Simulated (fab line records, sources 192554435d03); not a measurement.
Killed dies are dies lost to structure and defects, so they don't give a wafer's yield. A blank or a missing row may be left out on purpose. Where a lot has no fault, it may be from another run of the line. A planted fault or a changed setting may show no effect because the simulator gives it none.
Problem report in the 8D (eight disciplines) form, filled by code	flow n5 finfet	the parts of the form that need people (team, actions taken, sign-off) are left out

## 1. WHAT IS WRONG
Wafers without a fault read 1499.9 rpm, standard deviation 1.1; spin speed rpm at N5_BEOL_M6_COAT_22 reads a mean of 1440.5 rpm on 6 wafers belonging to 2 lots. That is -54 standard deviations from the usual mean.
The step: resist thk 30 nm.
First observed at day 12 17:23: wafer L318.1, on litho track-05. The record has a number at this step for 36 wafers belonging to 12 lots. Rule for "out", or "out of limits": more than 4 standard deviations from the usual mean. The other wafers with a number count as sound.

## 2. WHAT IT IS AND WHAT IT IS NOT
question	is	is not
which readings at this step	spin speed rpm	-
which lots	L318, L319	L308, L310, L313, L320, L321, L323, L326, L328, L329, L330
which wafers of those lots	all that have a number	-
read on which tools	litho track-05	litho track-02, litho track-04
when	from day 12 17:23	up to then (9 sound wafers); but 21 sound wafers of L320, L321, L323, L326, L328, L329, L330 came after

## 3. SUSPECTS, AND WHAT RULES EACH OUT
Counting: a tool at a process step up to the reading stays a suspect if it ran every lot that is out and no sound lot after the first of them.
- litho track-05 at N5_BEOL_M6_COAT_22 (resist thk 30 nm): ruled out as a lasting fault. The sound lots L329, L328 went through it after L318, its earliest lot that is out (day 12 17:23).
Left after counting: nothing in the record.

## 4. THE CAUSE (what the simulator had put in)
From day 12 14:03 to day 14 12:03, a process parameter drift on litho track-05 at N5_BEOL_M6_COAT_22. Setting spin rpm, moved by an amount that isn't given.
Counting ruled it out, wrongly.

## 5. THE EFFECT CHAIN, in route order
Each row: a reading where the mean over the struck wafers with a number is more than 3 standard deviations away from the usual. Scope: only readings with a usual standard deviation given in the record; hours: median across lots of the time from each lot's start at the first step in this table that gives one to its start at this step; sigmas: change in usual standard deviations.
hours	step	reading	usual	on struck wafers	change	sigmas
0	N5_BEOL_M6_COAT_22	spin speed rpm	1499.9 rpm	1440.5	-59.4	-54
The process steps in it:
- N5_BEOL_M6_COAT_22: resist thk 30 nm.
Later steps that measure or inspect, where all struck wafers having a row at the step show a number for every such reading and not one has moved that far: N5_BEOL_M6_OVL_MEAS_29.

## 6. HOW IT WOULD HAVE BEEN CAUGHT EARLIER
The fault began at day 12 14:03; the first out-of-limits reading in this record came at day 12 17:23, 3 hours later.
